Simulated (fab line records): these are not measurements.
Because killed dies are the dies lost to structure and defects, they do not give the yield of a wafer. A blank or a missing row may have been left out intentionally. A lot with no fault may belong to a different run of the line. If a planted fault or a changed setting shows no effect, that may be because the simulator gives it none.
Lot-split experiment	flow n5_finfet	route with 1938 steps; 7 lots, 21 wafers read

== SPLIT DETAILS ==
At N5_BEOL_M11_COAT_22 (resist thk 90 nm), the setting spin_rpm was moved away from the recipe's 1500 rpm on 4 of the 21 wafers read, by -7.4% to +5.4%. The other wafers ran this setting at the recipe's value.

== FROM THE SPLIT TO THE READING: what the file shows between them, 2 steps ==
- N5_BEOL_M11_EBR_24
- N5_BEOL_M11_SOFTBAKE_23: time 60 s

== THE READING ==
CAR-ArF_of_BEOL_M11_COAT_22.thk_nm (the simulator's own value, which no gauge read), in nm, at N5_BEOL_M11_DESCUM_33 (chemistry O2, time 7.9 s). The file gives no usual value for it. Here, 17 wafers ran the recipe; their average is 83.3 nm with a standard deviation of 0.17 nm.

wafer	tool, chamber at the split	spin_rpm as run, rpm	against the recipe	CAR-ArF_of_BEOL_M11_COAT_22.thk_nm, nm	against lot-mates on the recipe
L080.2	litho_track-02, 0	1500	recipe	83	-
L080.3	litho_track-02, 0	1500	recipe	83	-
L080.6	litho_track-02, 0	1500	recipe	83.2	-
L074.2	litho_track-01, 0	1500	recipe	83.4	-
L074.4	litho_track-01, 0	1500	recipe	83.4	-
L074.5	litho_track-01, 0	1500	recipe	83.2	-
L084.1	litho_track-01, 0	1500	recipe	83.4	-
L084.2	litho_track-01, 0	1500	recipe	83.4	-
L084.3	litho_track-01, 0	1389	-7.4%	87	+3.6
L083.2	litho_track-02, 0	1567	+4.5%	81.6	-1.9
L083.5	litho_track-02, 0	1500	recipe	83.6	-
L083.6	litho_track-02, 0	1500	recipe	83.4	-
L087.2	litho_track-02, 0	1500	recipe	83.4	-
L087.4	litho_track-02, 0	1581	+5.4%	81.4	-2.0
L087.5	litho_track-02, 0	1581	+5.4%	81	-2.4
L092.2	litho_track-05, 0	1500	recipe	83.2	-
L092.6	litho_track-05, 0	1500	recipe	83.2	-
L092.4	litho_track-05, 0	1500	recipe	83.6	-
L094.1	litho_track-05, 0	1500	recipe	83.4	-
L094.4	litho_track-05, 0	1500	recipe	83.4	-
L094.5	litho_track-05, 0	1500	recipe	83.4	-

THE FIT
A straight line over all 21 wafers: CAR-ArF_of_BEOL_M11_COAT_22.thk_nm changes by -0.438 nm for each +1% of spin_rpm; r = -0.98; the points scatter about the line by 0.21 nm.
The same after taking each lot's own level away (the mean of its wafers on the recipe; 21 wafers): -0.445 nm for each +1%; r = -0.99; scatter 0.15 nm.
On that fit, the largest move of spin_rpm shifts the reading by 3.3 nm.
From 83.07 to 83.50 nm: that is the span of the lots' own levels, equal to 2.6 times the standard deviation above.
The two slopes are in agreement: the lot-to-lot level therefore moves the slope only a little.
Check: for one of the wafers moved furthest among these (-7.4%), held out of the fit, the line's prediction against its lot-mates is +3.05 nm. It came out at +3.6 nm against them.

== THE OTHER SPLITS THESE WAFERS WENT THROUGH ==
Note: prior to the reading, these wafers also went through further splits. Each is held against what the fit with the lots' levels taken away leaves over:
other split on the same wafers	wafers away from the commonest value	r with CAR-ArF_of_BEOL_M11_COAT_22.thk_nm (lot level and that fit taken away)
N5_BEOL_M8_EXPOSE_25 dose_mj	9	+0.36
N5_BEOL_M8_VIA_ETCH_34 source_w	9	+0.21
N5_BEOL_M9_ETCH_66 time_s	6	+0.26

== THE WHOLE CHAIN: every reading that the file lists as answering this split, in the file's order ==
step	what it does	reading	change (the file's fit)	r (the file's)
N5_BEOL_M11_COAT_22	resist thk 90 nm	CAR-ArF_of_BEOL_M11_COAT_22.thk_nm (the simulator's own value, which no gauge read)	-0.456 nm for each +1% of the setting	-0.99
N5_BEOL_M11_DESCUM_33	chemistry O2, time 7.9 s	CAR-ArF_of_BEOL_M11_COAT_22.thk_nm (the simulator's own value, which no gauge read)	-0.453 nm for each +1% of the setting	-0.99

== THE FILE'S OWN FIT ==
CAR-ArF_of_BEOL_M11_COAT_22.thk_nm changes by -0.453 nm for each +1% of spin_rpm, r = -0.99.
